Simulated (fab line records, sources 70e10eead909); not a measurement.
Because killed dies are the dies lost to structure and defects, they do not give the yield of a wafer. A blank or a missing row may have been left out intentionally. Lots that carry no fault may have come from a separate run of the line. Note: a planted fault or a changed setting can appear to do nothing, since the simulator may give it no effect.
fab line records | flow nand_harc
[record] lots = 6 wafers = 18 last_day = 30
route steps=1302 shown P_M2@337 P_BONDPAD@351 END@1302
lots with no fault: from the same line, run without faults
start_h: hours from the record's opening day to when the first of the lot's shown wafers began | wait_h: how many hours have passed since the lot's step before this one | " repeats the value in the row above | L1.1+2: one row covering several wafers at once | - no value, or no start was given | * or withheld: withheld | < > ~ a bound
route shown NAME@n: a module of which the file shows steps, and the number in the route of the first | usual: mean/standard deviation of fault-free wafers | same: alike in all rows | chamber/n: place in a boat | sites: readings site by site | _std_site: how widely they spread, as a standard deviation | _edge_site: the outer-site mean with the inner-site mean subtracted | radius_mm: for every site, how far away it sits from the centre of the wafer | mask NAME#n: copy n | behind: the last tool/chamber to shape the wafer | hold: cause of the lot's hold/its duration in hours/its outcome | device: the transistor (n, p or np) that didn't switch | end of line: tests run on the same wafers once the route is complete | for a step that has no rows: nothing shown but its recipe | killed: not the wafer's yield, but the dies lost to structure and defects at the first sort | map: a wafer's dies, marking killed ones x, the rest . and places with no die _
set.NAME: the setting that was run; set.NAME@STEP: the one run at that earlier step | model.NAME: the simulator's own value behind a step, which no gauge read
lots at selected steps of the route; one table per step, one row per wafer
services: from which hour (start_h, from the record's first day; less than 0 if before it) a tool's chamber was out of use, for how many hours, and why
[[steps]]
[step NHARC_P_M2_STRIP_19]
[recipe] time_s = 600 temp_c = 30 chemistry = post_etch_residue_remover
[step NHARC_P_M2_DEGAS_29]
[recipe] temp_c = 250 time_s = 60
[usual] heater_power_w = 330/29 susceptor_temp_C = 250.01/0.19
[same] time_s = 60
// columns lot.wafer tool chamber start_h wait_h heater_power_w susceptor_temp_C
L688.1 pvd_sputter-03 - 134.95 - 273 250.26
L688.3 " - " " 340 250.20
L688.5 " - " " 343 249.96
L690.4 pvd_sputter-01 - 146.71 - 303 249.75
L690.1 " - " " 352 250.02
L690.6 " - " " 317 249.91
L691.2 pvd_sputter-02 - 161.23 - 354 249.94
L691.6 " - " " 259 249.82
L691.5 " - " " 316 249.82
L698.4 pvd_sputter-02 - 234.61 - 256 250.18
L698.2 " - " " 335 250.04
L698.5 " - " " 252 250.02
L702.2 pvd_sputter-02 - 280.50 - 315 249.84
L702.4 " - " " 256 249.80
L702.6 " - " " 334 249.75
L701.4 pvd_sputter-03 - 281.21 - 367 250.44
L701.1 " - " " 345 249.86
L701.2 " - " " 272 249.98
[step NHARC_P_M2_PRE_CLEAN_30]
[recipe] time_s = 30 temp_c = 280 gas = H2/He
[usual] heater_power_w = 405/34 susceptor_temp_C = 280.00/0.18
[same] time_s = 30
// columns lot.wafer tool chamber start_h wait_h heater_power_w susceptor_temp_C
L688.1 pvd_sputter-03 - - - 422 -
L688.3 " - " " 432 -
L688.5 " - " " 421 -
L690.1 pvd_sputter-01 - - - 381 280.40
L690.4 " - " " 392 279.97
L690.6 " - " " 402 280.51
L691.2 pvd_sputter-02 - - - 321 279.84
L691.6 " - " " 319 279.99
L691.5 " - " " 387 279.94
L698.4 pvd_sputter-02 - - - 408 279.85
L698.2 " - " " 439 279.94
L698.5 " - " " 383 280.06
L702.2 pvd_sputter-02 - - - 380 -
L702.4 " - " " 421 -
L702.6 " - " " 388 -
L701.2 pvd_sputter-03 - - - 425 279.70
L701.4 " - " " 352 279.92
L701.1 " - " " 442 279.70
[step NHARC_P_M2_PVD_20]
[recipe] target_thk_a = 50 bias_v = 168.6 power_w = 15000 chamber_pressure_pa = 0.12 time_s = 8.06 substrate_temp_c = 50 material = TaN
[step NHARC_P_M2_PVD_21]
[recipe] target_thk_a = 300 chamber_pressure_pa = 5 power_w = 5000 substrate_temp_c = 30 time_s = 20.49 material = Cu
[step NHARC_P_M2_ECD_22]
[recipe] target_thk_a = 4000 bath_temp_c = 25 material = Cu
[step NHARC_P_M2_ANNEAL_31]
[recipe] temp_c = 225 time_s = 90
[usual] wafer_temp_C_max = 226.9/0.4
[same] time_s = 90
// columns lot.wafer tool chamber start_h wait_h wafer_temp_C_max
L688.1 rtp_anneal-02 0 135.68 0.3 227.8
L688.3 " 0 " " 226.5
L688.5 " 0 " " 226.6
L690.1 rtp_anneal-01 0 147.45 - 226.9
L690.4 " 0 " " 227.2
L690.6 " 0 " " 226.6
L691.2 rtp_anneal-01 0 162.00 - 226.5
L691.5 " 0 " " 226.8
L691.6 " 0 " " 227.8
L698.2 rtp_anneal-01 0 235.44 0.4 226.5
L698.4 " 0 " " 226.9
L698.5 " 0 " " 226.4
L702.2 rtp_anneal-02 0 281.30 0.3 226.6
L702.4 " 0 " " 226.8
L702.6 " 0 " " 226.8
L701.1 rtp_anneal-02 0 281.98 - 227.2
L701.2 " 0 " " 226.9
L701.4 " 0 " " 226.5
[step NHARC_P_M2_CMP_23]
[recipe] t_overpolish_s = 20 target_thk_nm = 144.3
[usual] motor_current_A = 12.6/1.2 slurry_filter_dp_kPa = 13.50/0.14 time_to_endpoint_s = 30/3.2
// columns lot.wafer tool chamber start_h wait_h motor_current_A slurry_filter_dp_kPa time_to_endpoint_s
L688.3 cmp-02 3 136.09 - 14.4 13.68 32
L688.1 " 0 " " 12.5 13.67 35
L688.5 " 1 " " 14.8 13.57 32
L690.4 cmp-02 3 147.79 - 13.3 13.15 34
L690.1 " 0 " " 12.1 13.51 32
L690.6 " 0 " " 13.2 13.69 31
L691.2 cmp-04 1 162.35 - 13.1 13.66 33
L691.5 " 3 " " 12.2 13.38 24
L691.6 " 0 " " 10.8 13.46 33
L698.2 cmp-04 1 235.75 - 12.4 13.44 31
L698.4 " 3 " " 11.7 13.37 27
L698.5 " 1 " " 12.7 13.57 32
L702.4 cmp-04 1 281.59 - 13.4 13.64 36
L702.2 " 2 " " 12.2 13.39 31
L702.6 " 2 " " 12.4 13.37 32
L701.2 cmp-02 3 282.32 - 14.1 13.64 31
L701.1 " 0 " " 12.4 13.50 30
L701.4 " 2 " " 10.9 13.59 30
[step NHARC_P_M2_THK_MEAS_24]
[recipe] thk_meas_gauge = xrf
[usual] thk_nm = 144.9/1.9
// columns lot.wafer tool chamber start_h wait_h thk_nm
L688.1 film_metro-02 - 136.35 - 145.1
L688.3 " - " " 140.8
L688.5 " - " " 142.9
L690.1 film_metro-01 - 148.10 - 145.8
L690.4 " - " " 145.9
L690.6 " - " " 144.3
L691.2 film_metro-02 - 162.61 - 143.9
L691.5 " - " " 142.8
L691.6 " - " " 145.6
L698.2 film_metro-01 - 236.06 - 147.2
L698.4 " - " " 144.0
L698.5 " - " " 146.5
L702.2 film_metro-02 - 281.91 - 147.2
L702.4 " - " " 147.5
L702.6 " - " " 146.7
L701.1 film_metro-02 - 282.63 - 143.5
L701.2 " - " " 147.3
L701.4 " - " " 146.1
[step NHARC_P_M2_SRD_25]
[step NHARC_P_M2_INSPECT_27]
[usual] raw_defect_count = 309/100
// columns lot.wafer tool chamber start_h wait_h raw_defect_count
L688.1 defect_inspect-01 - 136.51 0.0 372
L688.3 " - " " 241
L688.5 " - " " 320
L690.1 defect_inspect-01 - 148.26 0.0 383
L690.4 " - " " 192
L690.6 " - " " 198
L691.2 defect_inspect-01 - 162.76 0.0 187
L691.5 " - " " 216
L691.6 " - " " 286
L698.2 defect_inspect-01 - 236.22 0.0 234
L698.4 " - " " 177
L698.5 " - " " 245
L702.2 defect_inspect-02 - 282.06 0.0 339
L702.4 " - " " 118
L702.6 " - " " 210
L701.1 defect_inspect-01 - 282.79 0.0 350
L701.2 " - " " 652
L701.4 " - " " 381
[step NHARC_P_M2_PRE_CLEAN_32]
[recipe] time_s = 12 temp_c = 370 rf_power_w = 300 gas = NH3
[usual] heater_power_outer_w = 373/50 heater_power_w = 638/70 susceptor_temp_C = 369.98/0.21
[same] time_s = 12
// columns lot.wafer tool chamber start_h wait_h heater_power_outer_w heater_power_w susceptor_temp_C
L688.3 pecvd-04 0 136.57 0.1 287 537 370.44
L688.1 " 2 " " 382 664 369.92
L688.5 " 2 " " 385 684 370.22
L690.1 pecvd-03 1 148.34 0.1 401 687 370.18
L690.4 " 0 " " 355 595 370.25
L690.6 " 2 " " 331 593 369.95
L691.2 pecvd-03 1 162.85 0.1 394 679 370.27
L691.6 " 2 " " 354 631 370.09
L691.5 " 1 " " 385 674 370.19
L698.2 pecvd-01 2 236.30 0.1 444 721 369.95
L698.4 " 1 " " 346 550 370.16
L698.5 " 0 " " 431 750 369.73
L702.2 pecvd-01 1 282.13 0.1 343 555 370.03
L702.4 " 2 " " 421 660 370.06
L702.6 " 0 " " 385 666 369.59
L701.1 pecvd-01 1 282.86 0.1 354 581 369.92
L701.2 " 0 " " 439 729 369.72
L701.4 " 2 " " 417 692 369.66
[step NHARC_P_M2_DEP_33]
[recipe] target_thk_a = 300 temp_c = 370 target_thk_nm = 30 pressure_torr = 3 flow_sccm = 200 rf_w = 450 material = SiCN
[step NHARC_P_BONDPAD_DEP_00]
[recipe] target_thk_a = 2500 temp_c = 370 target_thk_nm = 250 pressure_torr = 3 flow_sccm = 200 rf_w = 450 material = SiCN
[step NHARC_P_BONDPAD_CMP_32]
[recipe] target_thk_nm = 200 material = SiCN
[step NHARC_P_BONDPAD_THK_MEAS_33]
[recipe] thk_meas_gauge = ellipsometry
[usual] thk_nm = 200.4/1.7
// columns lot.wafer tool chamber start_h wait_h thk_nm
L688.1 film_metro-02 - 137.72 0.2 199.5
L688.3 " - " " 198.5
L688.5 " - " " 201.8
L690.1 film_metro-01 - 149.47 0.2 203.1
L690.4 " - " " 199.3
L690.6 " - " " 200.1
L691.2 film_metro-01 - 163.98 0.2 200.0
L691.5 " - " " 203.5
L691.6 " - " " 202.9
L698.2 film_metro-01 - 237.41 0.2 198.8
L698.4 " - " " 199.6
L698.5 " - " " 195.7
L702.2 film_metro-01 - 283.31 0.2 199.5
L702.4 " - " " 200.3
L702.6 " - " " 197.1
L701.1 film_metro-02 - 284.01 0.2 199.4
L701.2 " - " " 201.1
L701.4 " - " " 199.0
[step NHARC_P_BONDPAD_SRD_34]
[step NHARC_P_BONDPAD_DEHYDRATE_01]
[recipe] temp_c = 150 time_s = 120
[step NHARC_P_BONDPAD_HMDS_02]
[recipe] time_s = 30
[step NHARC_P_BONDPAD_COAT_36]
[recipe] temp_c = 200 time_s = 65
[step NHARC_P_BONDPAD_COAT_03]
[recipe] spin_rpm = 2000 resist_thk_nm = 600
[step NHARC_P_BONDPAD_SOFTBAKE_04]
[recipe] temp_c = 125 time_s = 70
[step NHARC_P_BONDPAD_EBR_05]
[step NHARC_P_BONDPAD_EXPOSE_06]
[recipe] na = 0.55 dose_mj = 37.06 mask_id = P_BPAD
[step NHARC_P_BONDPAD_PEB_07]
[recipe] peb_temp_c = 128 peb_time_s = 80
[step NHARC_P_BONDPAD_DEVELOP_08]
[recipe] time_s = 50 dev_temp_c = 22
[step NHARC_P_BONDPAD_CD_MEAS_09]
[recipe] target_cd_nm = 500 landing_energy_ev = 500
[usual] cd_nm = 500.1/1.9
// columns lot.wafer tool chamber start_h wait_h cd_nm
L688.1 cd_sem-01 0 138.17 - 498.7
L688.3 " 0 " " 501.2
L688.5 " 0 " " 499.3
L690.1 cd_sem-01 0 150.04 - 499.6
L690.4 " 0 " " 499.8
L690.6 " 0 " " 499.3
L691.2 cd_sem-01 0 164.55 - 502.0
L691.5 " 0 " " 500.7
L691.6 " 0 " " 498.6
L698.2 cd_sem-02 0 237.98 - 499.5
L698.4 " 0 " " 500.9
L698.5 " 0 " " 498.3
L702.2 cd_sem-02 0 283.88 - 499.9
L702.4 " 0 " " 500.1
L702.6 " 0 " " 500.9
L701.1 cd_sem-02 0 284.45 - 498.5
L701.2 " 0 " " 500.7
L701.4 " 0 " " 501.8
[step NHARC_P_BONDPAD_OVL_MEAS_38]
[usual] overlay_x_nm = 1/6.5 overlay_y_nm = 1/7
// columns lot.wafer tool chamber start_h wait_h overlay_x_nm overlay_y_nm
L688.1 overlay-01 - 138.26 - -1 -3
L688.3 " - " " -1 -2
L688.5 " - " " -1 -3
L690.1 overlay-01 - 150.13 - 16 0
L690.4 " - " " 16 1
L690.6 " - " " 17 1
L691.2 overlay-02 - 164.64 - -1 12
L691.5 " - " " -1 13
L691.6 " - " " -1 13
L698.2 overlay-02 - 238.06 - 7 11
L698.4 " - " " 7 11
L698.5 " - " " 7 11
L702.2 overlay-02 - 283.97 - -9 6
L702.4 " - " " -9 6
L702.6 " - " " -9 6
L701.1 overlay-02 - 284.54 - -3 -2
L701.2 " - " " -3 -2
L701.4 " - " " -2 -1
[step NHARC_P_BONDPAD_HARDBAKE_10]
[recipe] temp_c = 118 time_s = 65
[step NHARC_P_BONDPAD_DESCUM_11]
[recipe] time_s = 3 o2_flow_sccm = 200 ar_flow_sccm = 0 bias_power_w = 0 chemistry = O2
[step NHARC_P_BONDPAD_ETCH_37]
[recipe] target_depth_a = 600 overetch_a = 180 time_s = 65.91 ion_energy_ev = 200 n2_flow_sccm = 150 h2_flow_sccm = 150 ar_flow_sccm = 0 rf_w = 400 bias_w = 150 chemistry = N2/H2
[step NHARC_P_BONDPAD_ETCH_12]
[recipe] target_depth_a = 2000 time_s = 100 chf3_flow_sccm = 50 o2_flow_sccm = 10 ar_flow_sccm = 200 rf_w = 500 bias_w = 200 chemistry = CHF3/O2
[step NHARC_P_BONDPAD_CD_MEAS_13]
[usual] cd_nm = 499.8/2.1
// columns lot.wafer tool chamber start_h wait_h cd_nm
L688.1 cd_sem-03 - 138.70 - 498.5
L688.3 " - " " 500.8
L688.5 " - " " 498.3
L690.1 cd_sem-03 - 150.57 - 498.9
L690.4 " - " " 499.8
L690.6 " - " " 498.6
L691.2 cd_sem-03 - 165.08 - 500.5
L691.5 " - " " 500.0
L691.6 " - " " 497.7
L698.2 cd_sem-02 - 238.50 - 498.7
L698.4 " - " " 499.9
L698.5 " - " " 497.0
L702.2 cd_sem-03 - 284.41 - 500.4
L702.4 " - " " 500.6
L702.6 " - " " 501.1
L701.1 cd_sem-02 - 284.97 - 498.9
L701.2 " - " " 500.3
L701.4 " - " " 501.5
[step NHARC_P_BONDPAD_STRIP_15]
[recipe] o2_flow_sccm = 500 ar_flow_sccm = 0 bias_w = 0 chemistry = O2
[step NHARC_P_BONDPAD_ETCH_24]
[recipe] target_depth_a = 300 over_etch_frac = 0.3 time_s = 72.99 ion_energy_ev = 150 cf4_flow_sccm = 50 n2_flow_sccm = 100 ar_flow_sccm = 150 rf_w = 300 bias_w = 100 chemistry = CF4/N2
[step NHARC_P_BONDPAD_STRIP_16]
[recipe] time_s = 600 temp_c = 30 chemistry = post_etch_residue_remover
[step NHARC_P_BONDPAD_DEGAS_25]
[recipe] temp_c = 300 time_s = 60
[step NHARC_P_BONDPAD_PRE_CLEAN_26]
[recipe] time_s = 30 temp_c = 280 gas = H2/He
[step NHARC_P_BONDPAD_PVD_17]
[recipe] target_thk_a = 50 bias_v = 168.6 power_w = 15000 chamber_pressure_pa = 0.12 time_s = 8.06 substrate_temp_c = 50 material = TaN
[step NHARC_P_BONDPAD_PVD_27]
[recipe] target_thk_a = 300 chamber_pressure_pa = 5 power_w = 5000 substrate_temp_c = 30 time_s = 20.49 material = Cu
[usual] throttle_valve_pct = 29.7/1.3
[same] time_s = 20.49
// columns lot.wafer tool chamber start_h wait_h throttle_valve_pct
L688.1 pvd_sputter-03 - - - 30.6
L688.3 " - " " 30.4
L688.5 " - " " 30.7
L690.1 pvd_sputter-03 - - - 30.8
L690.4 " - " " 31.5
L690.6 " - " " 31.7
L691.2 pvd_sputter-02 - - - 29.6
L691.5 " - " " 30.2
L691.6 " - " " 31.3
L698.4 pvd_sputter-02 - - - 31.4
L698.2 " - " " 28.4
L698.5 " - " " 30.2
L702.4 pvd_sputter-02 - - - 28.5
L702.2 " - " " 29.6
L702.6 " - " " 28.2
L701.4 pvd_sputter-03 - - - 28.5
L701.2 " - " " 30.3
L701.1 " - " " 30.4
[step NHARC_P_BONDPAD_ECD_18]
[recipe] target_thk_a = 4000 bath_temp_c = 25 material = Cu
[step NHARC_END_SORT_01]
[recipe] temp_c = 25
[usual] defect_limited_yield = 91.2/1.8 killed_at_array = 55/12 killed_at_other = 1.0/1.2 killed_at_periphery = 3.9/2.6 killed_dies = 60/12 killed_open = 3.3/1.9 killed_short = 2.5/1.8
[same] gross_dies = 677
// columns lot.wafer tool chamber start_h wait_h defect_limited_yield[%] killed_at_array killed_at_other killed_at_periphery killed_dies killed_open killed_short
L702.2 prober-01 0 706.49 2.8 82.7 25 0 92 117 2 1
L702.4 prober-01 0 708.10 3.4 87.4 38 2 45 85 3 4
L702.6 prober-01 0 709.70 4.0 80.9 34 1 94 129 6 1
L701.1 prober-02 0 714.49 2.5 79.6 39 0 99 138 6 1
L701.2 prober-02 0 715.29 2.8 75.9 68 0 95 163 2 1
L701.4 prober-02 0 716.90 3.4 85.8 57 1 38 96 4 1
// killed by level:class
L702.2 P_M2:unspecified=90 A_SLIT:chamber_film_flake=6 A_CONTACT:chamber_film_flake=5 A_CHANNEL_HOLE_D2:chamber_film_flake=4 A_CHANNEL_HOLE_D1:chamber_film_flake=3 A_STAIRCASE:chamber_film_flake=3 P_M0:geometric_particle:open=2 A_CHANNEL_FILL_D2:chamber_film_flake=2
L702.4 P_M2:unspecified=43 A_CHANNEL_HOLE_D2:chamber_film_flake=15 A_CHANNEL_HOLE_D1:chamber_film_flake=6 A_CONTACT:chamber_film_flake=5 A_M0:geometric_particle:open=2 A_STAIRCASE:chamber_film_flake=2 A_SLIT:chamber_film_flake=2 P_CONTACT:geometric_particle:short=1
L702.6 P_M2:unspecified=92 A_CHANNEL_HOLE_D2:chamber_film_flake=16 A_CHANNEL_HOLE_D1:chamber_film_flake=5 A_CONTACT:chamber_film_flake=4 A_SLIT:chamber_film_flake=3 A_DECK1_JOINT:geometric_particle:open=2 P_CONTACT:geometric_particle:open=1 A_CHANNEL_HOLE_D1:geometric_particle:open=1
L701.1 P_M2:unspecified=98 A_CHANNEL_HOLE_D1:chamber_film_flake=27 A_CHANNEL_HOLE_D2:chamber_film_flake=2 A_SLIT:chamber_film_flake=2 A_SOURCE_PLATE:geometric_particle:open=1 A_ONON_D2:geometric_particle:open=1 A_CHANNEL_HOLE_D2:geometric_particle:open=1 A_CHANNEL_FILL_D2:geometric_particle:short=1
L701.2 P_M2:unspecified=95 A_CHANNEL_HOLE_D1:chamber_film_flake=33 A_CHANNEL_HOLE_D2:chamber_film_flake=23 A_SLIT:chamber_film_flake=3 A_M1:geometric_particle:open=2 A_CHANNEL_FILL_D2:chamber_film_flake=2 A_STAIRCASE:chamber_film_flake=2 A_CHANNEL_HOLE_D2:geometric_particle:short=1
L701.4 P_M2:unspecified=38 A_CHANNEL_HOLE_D1:chamber_film_flake=29 A_CHANNEL_HOLE_D2:chamber_film_flake=20 A_ONON_D1:geometric_particle:open=2 A_CHANNEL_FILL_D1:geometric_particle:short=1 A_CHANNEL_FILL_D1:geometric_particle:open=1 A_WL_FILL:geometric_particle:open=1 A_STAIRCASE:chamber_film_flake=1
// map L701.2 (x killed, . not)
____________.____________
_________......._________
_______..........._______
______.............______
_____..............._____
____.................____
____.................____
___...............x...___
___...........x.xxx...___
__..............xx.x...__
__...........x.xxxxxx..__
_..............xxxxxxx.._
_.............xxxxxxx..._
_.x...........xxxxxxxxx._
_............xxxxxxxxx.x_
_...xx.......xxxxxxxxx.._
xxxxx.......xxxxxxxxxx...
.xxxx.........xxxxxxx....
x..x...x.....x.xxxxxxx...
.xxxxxx.......xxxxxxx....
..x..xx........xxxx.x....
_.....x...........x....._
_......x........x...xx.._
_........x...x.....xxxxx_
_........x.......x...x.._
_..........x....x.xxxxxx_
__................xxxxx__
__.................xxxx__
___...............xx..___
___................xxx___
____...............xx____
____..............x.x____
_____..x.........x.._____
______............x______
_______..........._______
_________......._________
____________.____________
// map L702.6 (x killed, . not)
____________.____________
_________...x..._________
_______..........._______
______.............______
_____..............._____
____.....x...........____
____.............x...____
___...............xx..___
___...................___
__............xxxxxx...__
__............xxxxxx...__
_.....x.......xxxxxxx..._
_...........xxxxxxxxxx.._
_............xxxxxxxxx.._
_.xxx...x....xxxxxxxxx.._
_.x..x..x..x.xxxxxxxxx.._
x.xx......x..xxxxxxxxxx..
....xx........xxxxxxx....
..xx......x...xxxxxx.....
...x.xx.........xxxx.....
.xx............xxxxxx....
_....x.................._
_......................._
_..x..x...........x.x..._
_............x.........._
_......................._
__.......x.............__
__...................x.__
___...................___
___...............x...___
____.................____
____.............x...____
_____............x.._____
______.........x...______
_______..........._______
_________......._________
____________.____________
[[services]]
// columns tool chamber start_h hours kind
cmp-04 - 111.47 4.0 pm
pvd_sputter-03 - 113.37 1.7 repair
cmp-04 - 115.47 - consumable_replace:conditioner
cmp-04 - 115.47 - consumable_replace:pad
pecvd-01 - 130.00 13.0 pm
pecvd-01 0 130.00 13.0 vent_cycle
pecvd-01 1 130.00 13.0 vent_cycle
pecvd-01 2 130.00 13.0 vent_cycle
cmp-02 - 136.21 4.0 pm
cmp-02 - 140.21 - consumable_replace:conditioner
cmp-02 - 153.52 0.8 repair
pvd_sputter-03 - 159.58 1.4 repair
pecvd-04 - 165.22 1.1 repair
pvd_sputter-03 - 168.24 3.4 repair
pecvd-03 - 185.06 13.0 pm
cmp-04 - 209.47 4.0 pm
cmp-02 - 216.66 0.6 repair
pvd_sputter-01 - 226.00 10.0 pm
cmp-02 - 230.80 1.7 repair
cmp-02 - 234.21 4.0 pm
pvd_sputter-03 - 235.28 4.8 repair
pecvd-03 0 258.49 15.4 repair
pvd_sputter-02 - 260.43 9.8 repair
pecvd-04 - 269.44 13.0 pm
[[key]]
[first_sign] step = NHARC_END_SORT_01 reading = killed_at_periphery direction = up sigmas = 28 usual = 3.9 struck = 77.2
[effect] step = NHARC_END_SORT_01 reading = defect_limited_yield direction = down sigmas = 5.1 usual = 91.2 struck = 82.1
[more_kills_born_at] NHARC_P_M2_PRE_CLEAN_32@pecvd-01 = 456
met_at NHARC_P_M2_PRE_CLEAN_32
struck_wafers L701.1,L701.2,L701.4,L702.2,L702.4,L702.6
onset_between 236.30 282.13
also_fits time
[fault] kind = chamber_particle_source tool = pecvd-01 chamber = - onset_h = 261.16 steps = NHARC_P_M2_PRE_CLEAN_32 rate_per_visit_cm2 = 1.507 end_h = 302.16
